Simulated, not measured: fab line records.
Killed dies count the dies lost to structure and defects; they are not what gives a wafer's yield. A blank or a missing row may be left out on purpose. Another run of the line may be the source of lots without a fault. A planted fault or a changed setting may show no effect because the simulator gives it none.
Matching of chambers / flow nand-harc / NHARC_A_STAIRCASE_DEP_156 on pecvd-03 has 3 sister chambers
The step deposits SiNx, target thk 50 nm. 6 wafers are shown with their chamber, then 11 later ones without.

WAFERS, EACH WITH ITS CHAMBER
wafer=L087.1; chamber=0; heater-power-w (W)=663; rf-fwd-power-W (W)=448.2
wafer=L087.3; chamber=1; heater-power-w (W)=734; rf-fwd-power-W (W)=447.1
wafer=L088.1; chamber=1; heater-power-w (W)=837; rf-fwd-power-W (W)=447.5
wafer=L088.4; chamber=2; heater-power-w (W)=729; rf-fwd-power-W (W)=446.1
wafer=L088.5; chamber=0; heater-power-w (W)=657; rf-fwd-power-W (W)=450.1
wafer=L089.1; chamber=2; heater-power-w (W)=628; rf-fwd-power-W (W)=449.8

WAFERS WITH NO CHAMBER GIVEN
wafer=L089.3; heater-power-w (W)=548; rf-fwd-power-W (W)=449.1
wafer=L089.6; heater-power-w (W)=643; rf-fwd-power-W (W)=449.0
wafer=L094.2; heater-power-w (W)=738; rf-fwd-power-W (W)=447.0
wafer=L094.4; heater-power-w (W)=553; rf-fwd-power-W (W)=449.7
wafer=L094.5; heater-power-w (W)=727; rf-fwd-power-W (W)=444.8
wafer=L093.1; heater-power-w (W)=860; rf-fwd-power-W (W)=447.0
wafer=L093.3; heater-power-w (W)=745; rf-fwd-power-W (W)=449.7
wafer=L093.6; heater-power-w (W)=860; rf-fwd-power-W (W)=449.3
wafer=L097.3; heater-power-w (W)=642; rf-fwd-power-W (W)=447.6
wafer=L097.4; heater-power-w (W)=730; rf-fwd-power-W (W)=444.9
wafer=L097.6; heater-power-w (W)=641; rf-fwd-power-W (W)=449.7

THE CHAMBER EACH PASSED THROUGH
wafer=L089.3; from the rows above=can't be placed: 0 or 2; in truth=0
wafer=L089.6; from the rows above=can't be placed: 0 or 2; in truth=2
wafer=L094.2; from the rows above=can't be placed: 1 or 2 or 0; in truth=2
wafer=L094.4; from the rows above=can't be placed: 0 or 2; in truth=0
wafer=L094.5; from the rows above=can't be placed: 1 or 2 or 0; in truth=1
wafer=L093.1; from the rows above=can't be placed: 1 or 2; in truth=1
wafer=L093.3; from the rows above=can't be placed: 0 or 2 or 1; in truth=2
wafer=L093.6; from the rows above=can't be placed: 1 or 2 or 0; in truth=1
wafer=L097.3; from the rows above=can't be placed: 2 or 0 or 1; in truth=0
wafer=L097.4; from the rows above=can't be placed: 1 or 2 or 0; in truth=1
wafer=L097.6; from the rows above=can't be placed: 0 or 2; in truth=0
0 of 11 placed correctly. Can't be placed from these rows: 11 (the true chamber is among the candidates in 11). Placed wrongly: 0.
How it was worked out, from the rows above alone: a wafer's distance from a chamber is the root of the sum, over the readings, of the square of ((its reading less the chamber's mean) divided by the reading's scatter). If the next closest chamber is less than 2 further off than the closest, the wafer can't be placed; otherwise it belongs to the closest. A chamber's mean is the mean of its shown wafers. The scatter is the square root of a quotient: the sum, over the shown wafers, of each reading's squared deviation from its chamber's mean, divided by wafers minus chambers.
